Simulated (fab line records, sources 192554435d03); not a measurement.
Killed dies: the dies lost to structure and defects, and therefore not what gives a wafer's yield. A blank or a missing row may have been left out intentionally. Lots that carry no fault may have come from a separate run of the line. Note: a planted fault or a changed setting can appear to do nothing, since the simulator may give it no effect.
fab line records | flow n5_finfet | part 2 of 2: steps 21 to 29 of 29
[record] lots = 5 wafers = 15 last_day = 16
route steps=1938 shown BEOL_M5@1115
lots that met no fault: from a run of the same line without faults
start_h: hours from the record's opening day to when the first of the lot's shown wafers began | wait_h: time in hours since the lot's previous step | " as in the row above | L1.1+2: one row covering several wafers at once | - value missing, or start not given | * or withheld: withheld | < > ~ a bound
route shown NAME@n: a module of which the file shows steps, and the number in the route of the first | usual: mean and standard deviation over wafers with no fault | same: alike in all rows | chamber/n: place in a boat | sites: per-site readings | _std_site: the standard deviation of these | _edge_site: inner sites' mean taken away from outer sites' mean | radius_mm: how far each site lies from the wafer's centre | mask NAME#n: copy n | behind: the most recent tool/chamber to have shaped the wafer | hold: what put the lot on hold/how long, in hours/how the hold closed | device: whichever transistor did not switch (one of n, p or np) | end of line: the tests these same wafers got at the end of their route | where a step has no rows: the recipe by itself | killed: count of dies lost to structure and defects at first sort (not the wafer's yield) | map: shows each die of a wafer: x if killed, . if not, _ if none is there
set.NAME: the setting the step ran with; set.NAME@STEP: the setting that earlier step ran with | model.NAME: the simulator's own value behind a step, which no gauge read
lots seen at some steps along the route; tables by step, rows by wafer
services: the hour from which a tool's chamber was out of use, counted from the record's first day as start_h (under 0 if before that day), plus the number of hours and why
[[steps]]
[step N5_BEOL_M5_STRIP_64]
[recipe] chemistry = CF4 resist = SiARC power_w = 300 bias_power_w = 75 pressure_mtorr = 50 cf4_flow_sccm = 150 rf_frequency_hz = 6e+07
[usual] chamber_pressure_mTorr = 49.99/0.046 drypump_motor_current_A = 5.7/0.5 oes_product_au = 0.78/0.065 power_w = 300.0/0.85 rf_vpp_V = 271.2/1.6 showerhead_plenum_p_Torr = 1.80/0.063 throttle_valve_pct = 13.58/0.16
// columns lot.wafer tool chamber start_h wait_h chamber_pressure_mTorr drypump_motor_current_A oes_product_au power_w rf_hours_counter_h rf_vpp_V showerhead_plenum_p_Torr throttle_valve_pct
L076.1 rie_diel-04 1 189.81 0.0 50.00 5.4 0.83 298.4 52 269.2 1.75 13.76
L076.3 " 3 " " 50.10 6.0 0.73 301.0 163 270.1 1.73 13.63
L076.6 " 0 " " 50.06 6.2 0.74 299.0 - 269.8 1.78 13.55
L078.2 rie_diel-04 3 199.08 0.0 49.98 6.0 0.73 301.1 165 269.1 1.73 13.61
L078.3 " 2 " " 49.96 4.8 0.71 300.4 187 272.7 1.86 13.50
L078.6 " 2 " " 50.03 4.8 0.71 299.4 - 271.6 1.86 13.49
L092.1 rie_diel-03 2 281.54 0.0 49.95 6.2 0.81 300.3 100 270.4 1.82 13.49
L092.2 " 1 " " 49.97 6.0 0.71 298.2 220 269.2 1.70 13.68
L092.3 " 3 " " 49.96 6.0 0.87 300.7 46 274.4 1.90 13.61
L095.4 rie_diel-05 3 289.62 0.0 49.94 5.3 0.95 299.6 6 271.7 1.77 13.12
L095.5 " 1 " " 50.01 5.3 0.82 300.2 - 273.4 1.88 13.40
L095.6 " 0 " " 50.02 6.3 0.81 299.1 - 270.0 1.74 13.74
L093.2 rie_diel-04 0 291.50 0.0 50.01 6.3 0.71 302.5 208 270.9 1.78 13.63
L093.3 " 2 " " 49.99 4.7 0.70 300.8 212 272.6 1.85 13.55
L093.5 " 1 " " 49.97 5.4 0.79 299.1 - 270.0 1.74 13.85
[step N5_BEOL_M5_HM_OPEN_17]
[recipe] chemistry = Cl2/BCl3 target_depth_a = 200 overetch_a = 60 target = TiN mask_material = SOC ion_energy_ev = 150 pressure_mtorr = 10 icp_w = 1000 bias_w = 126 Cl2_flow_sccm = 53.25 bcl3_flow_sccm = 21.75 Ar_flow_sccm = 25
[usual] chamber_pressure_mTorr = 10.001/0.0093 drypump_motor_current_A = 5.8/0.43 he_backside_leak_sccm = 3.42/0.27 oes_product_au = 0.65/0.069 throttle_valve_pct = 21.94/0.14
// columns lot.wafer tool chamber start_h wait_h chamber_pressure_mTorr drypump_motor_current_A he_backside_leak_sccm oes_product_au rf_hours_counter_h throttle_valve_pct
L076.1 rie_metal-03 1 189.85 0.0 10.003 5.7 3.74 0.62 67 22.09
L076.3 " 0 " " 9.999 5.4 3.35 0.61 - 22.16
L076.6 " 1 " " 10.003 5.8 3.78 0.61 - 22.08
L078.2 rie_metal-01 0 199.12 0.0 10.000 6.0 3.24 0.57 89 21.94
L078.3 " 1 " " 10.005 6.5 3.10 0.66 - 21.70
L078.6 " 1 " " 10.008 6.5 3.17 0.65 - 21.70
L092.1 rie_metal-02 0 281.58 0.0 9.998 5.2 3.18 0.74 14 21.86
L092.2 " 1 " " 9.993 6.0 3.57 0.61 68 21.97
L092.3 " 1 " " 10.001 6.0 3.59 0.61 - 21.98
L095.4 rie_metal-02 0 289.70 0.1 9.992 5.3 3.47 0.74 - 21.87
L095.5 " 1 " " 10.019 6.0 3.43 0.62 - 21.99
L095.6 " 0 " " 10.018 5.2 3.38 0.74 - 21.84
L093.2 rie_metal-03 1 291.54 0.0 10.003 5.8 3.45 0.60 76 22.10
L093.3 " 1 " " 9.997 5.8 3.37 0.59 - 22.13
L093.5 " 0 " " 10.005 5.4 3.41 0.60 - 22.17
[step N5_BEOL_M5_STRIP_19]
[recipe] chemistry = O2 power_w = 400 temp_c = 40 pressure_mtorr = 30 rf_frequency_hz = 6e+07 bias_power_w = 0 overash_fraction = 0.2 o2_flow_sccm = 225
[usual] chamber_pressure_mTorr = 29.999/0.028 drypump_motor_current_A = 5.7/0.45 o2_flow_sccm = 225.0/0.74 oes_product_au = 0.79/0.067 rf_vpp_V = 3.6/0.55 showerhead_plenum_p_Torr = 2.11/0.083 temp_c = 39.99/0.11 throttle_valve_pct = 16.67/0.16
[same] overash_fraction = 0.2
// columns lot.wafer tool chamber start_h wait_h chamber_pressure_mTorr drypump_motor_current_A o2_flow_sccm oes_product_au rf_hours_counter_h rf_vpp_V showerhead_plenum_p_Torr temp_c throttle_valve_pct
L076.1 rie_diel-03 0 189.96 0.1 30.008 5.4 225.2 0.75 155 2.9 2.09 39.98 16.82
L076.3 " 1 " " 30.002 6.0 225.9 0.73 192 3.8 2.00 40.17 16.72
L076.6 " 0 " " 30.060 5.4 225.1 0.75 - 4.0 2.09 39.98 16.83
L078.2 rie_diel-03 1 199.25 0.1 30.025 6.0 224.8 0.72 196 3.9 2.00 39.98 16.71
L078.3 " 2 " " 30.001 6.2 225.3 0.83 75 3.2 2.12 39.97 16.43
L078.6 " 1 " " 30.006 6.0 225.5 0.72 - 3.3 2.00 39.79 16.72
L092.1 rie_diel-03 3 281.70 0.1 29.995 6.1 225.9 0.89 46 3.6 2.22 39.91 16.70
L092.2 " 1 " " 30.044 6.0 225.4 0.72 220 3.5 1.99 39.79 16.76
L092.3 " 2 " " 30.022 6.2 224.9 0.81 100 3.5 2.11 39.92 16.49
L095.4 rie_diel-04 0 289.78 0.1 29.973 6.3 225.4 0.72 207 4.4 2.08 40.06 16.72
L095.5 " 1 " " 30.021 5.4 224.1 0.82 - 3.2 2.03 39.95 16.97
L095.6 " 0 " " 29.982 6.3 225.0 0.72 - 3.2 2.08 39.99 16.70
L093.2 rie_diel-04 1 291.65 0.1 30.001 5.4 226.2 0.81 83 3.2 2.03 40.02 16.96
L093.3 " 2 " " 29.995 4.8 224.6 0.70 212 3.5 2.16 40.06 16.55
L093.5 " 3 " " 30.002 6.0 224.8 0.71 - 4.0 1.99 39.85 16.68
[step N5_BEOL_M5_CD_MEAS_18]
[recipe] pitch_nm = 56 target_cd_nm = 28
[usual] cd_nm = 28.1/0.32
// columns lot.wafer tool chamber start_h wait_h cd_nm
L076.1 cd_sem-02 - 190.03 0.0 28.6
L076.3 " - " " 28.6
L076.6 " - " " 28.1
L078.2 cd_sem-01 - 199.32 0.1 28.2
L078.3 " - " " 28.9
L078.6 " - " " 28.5
L092.1 cd_sem-03 - 281.77 0.0 27.9
L092.2 " - " " 28.0
L092.3 " - " " 28.3
L095.4 cd_sem-03 - 289.85 0.1 28.5
L095.5 " - " " 28.4
L095.6 " - " " 27.9
L093.2 cd_sem-03 - 291.72 0.1 27.9
L093.3 " - " " 27.6
L093.5 " - " " 27.6
[step N5_BEOL_M5_COAT_65]
[recipe] resist = SOC temp_c = 250 time_s = 60 spin_rpm = 1500 resist_thk_nm = 60
[usual] plate_temp_C = 250.01/0.18
// columns lot.wafer tool chamber start_h wait_h plate_temp_C
L076.1 litho_track-03 0 191.36 1.3 249.69
L076.3 " 0 " " 249.74
L076.6 " 0 " " 249.80
L078.2 litho_track-01 0 200.26 0.9 250.29
L078.3 " 0 " " 249.82
L078.6 " 0 " " 250.12
L092.1 litho_track-05 0 281.81 0.0 250.04
L092.2 " 0 " " 250.02
L092.3 " 0 " " 250.34
L095.4 litho_track-03 0 289.88 0.0 250.13
L095.5 " 0 " " 249.97
L095.6 " 0 " " 249.72
L093.2 litho_track-01 0 291.76 0.0 250.29
L093.3 " 0 " " 250.32
L093.5 " 0 " " 250.06
[step N5_BEOL_M5_COAT_66]
[recipe] resist = SiARC temp_c = 220 time_s = 60 spin_rpm = 1500 resist_thk_nm = 12
[usual] plate_temp_C = 220.01/0.18
// columns lot.wafer tool chamber start_h wait_h plate_temp_C
L076.1 litho_track-03 0 - - 219.89
L076.3 " 0 " " 220.00
L076.6 " 0 " " 220.17
L078.2 litho_track-01 0 - - 219.66
L078.3 " 0 " " 219.84
L078.6 " 0 " " 219.78
L092.1 litho_track-05 0 - - 220.10
L092.2 " 0 " " 219.92
L092.3 " 0 " " 220.09
L095.4 litho_track-03 0 - - 220.12
L095.5 " 0 " " 219.97
L095.6 " 0 " " 220.00
L093.2 litho_track-01 0 - - 220.28
L093.3 " 0 " " 220.25
L093.5 " 0 " " 220.09
[step N5_BEOL_M5_COAT_74]
[recipe] resist = underlayer temp_c = 205 time_s = 60 spin_rpm = 1500 resist_thk_nm = 5
[usual] plate_temp_C = 205.01/0.15
// columns lot.wafer tool chamber start_h wait_h plate_temp_C
L076.1 litho_track-03 0 - - 204.98
L076.3 " 0 " " 204.90
L076.6 " 0 " " 204.88
L078.2 litho_track-01 0 - - 205.13
L078.3 " 0 " " 204.83
L078.6 " 0 " " 204.94
L092.1 litho_track-05 0 - - 205.15
L092.2 " 0 " " 204.80
L092.3 " 0 " " 205.04
L095.4 litho_track-03 0 - - 205.00
L095.5 " 0 " " 204.89
L095.6 " 0 " " 204.81
L093.2 litho_track-01 0 - - 205.09
L093.3 " 0 " " 205.08
L093.5 " 0 " " 204.99
[step N5_BEOL_M5_COAT_22]
[recipe] resist = CAR-EUV spin_rpm = 1500 resist_thk_nm = 30
// columns lot.wafer tool chamber start_h wait_h
L076.1+3+6 litho_track-03 0 - -
L078.2+3+6 litho_track-01 0 - -
L092.1+2+3 litho_track-05 0 - -
L095.4+5+6 litho_track-03 0 - -
L093.2+3+5 litho_track-01 0 - -
[step N5_BEOL_M5_EBR_24]
[recipe] solvent = PGMEA ebr_width_mm = 1.5
// columns lot.wafer tool chamber start_h wait_h
L076.1+3+6 litho_track-03 0 - -
L078.2+3+6 litho_track-01 0 - -
L092.1+2+3 litho_track-05 0 - -
L095.4+5+6 litho_track-03 0 - -
L093.2+3+5 litho_track-01 0 - -
[[services]]
// columns tool chamber start_h hours kind
euv_scanner-01 - 165.70 1.0 pm
rie_diel-03 2 166.17 6.7 repair
pvd_sputter-03 - 168.44 10.5 repair
euv_scanner-02 - 173.05 1.0 pm
pecvd-03 1 182.27 23.1 repair
rie_diel-04 3 193.36 5.3 repair
rie_metal-02 1 203.98 7.3 repair
pecvd-03 - 204.38 14.6 pm
rie_diel-04 3 210.71 1.6 repair
euv_scanner-01 - 217.10 1.0 pm
euv_scanner-02 - 229.23 1.0 pm
pecvd-04 2 239.49 10.0 repair
rie_diel-05 1 245.40 1.7 repair
euv_scanner-01 - 246.19 1.1 repair
euv_scanner-01 - 249.21 4.6 pm
euv_scanner-02 - 253.81 4.6 pm
litho_track-01 - 261.24 - consumable_replace:filter
euv_scanner-02 - 265.88 0.3 repair
rie_diel-04 2 270.32 2.7 repair
euv_scanner-01 - 273.25 1.0 pm
pecvd-03 - 275.77 0.4 repair
rie_metal-03 - 279.19 0.3 repair
pecvd-03 - 280.65 5.5 pm
euv_scanner-02 - 285.35 1.0 pm
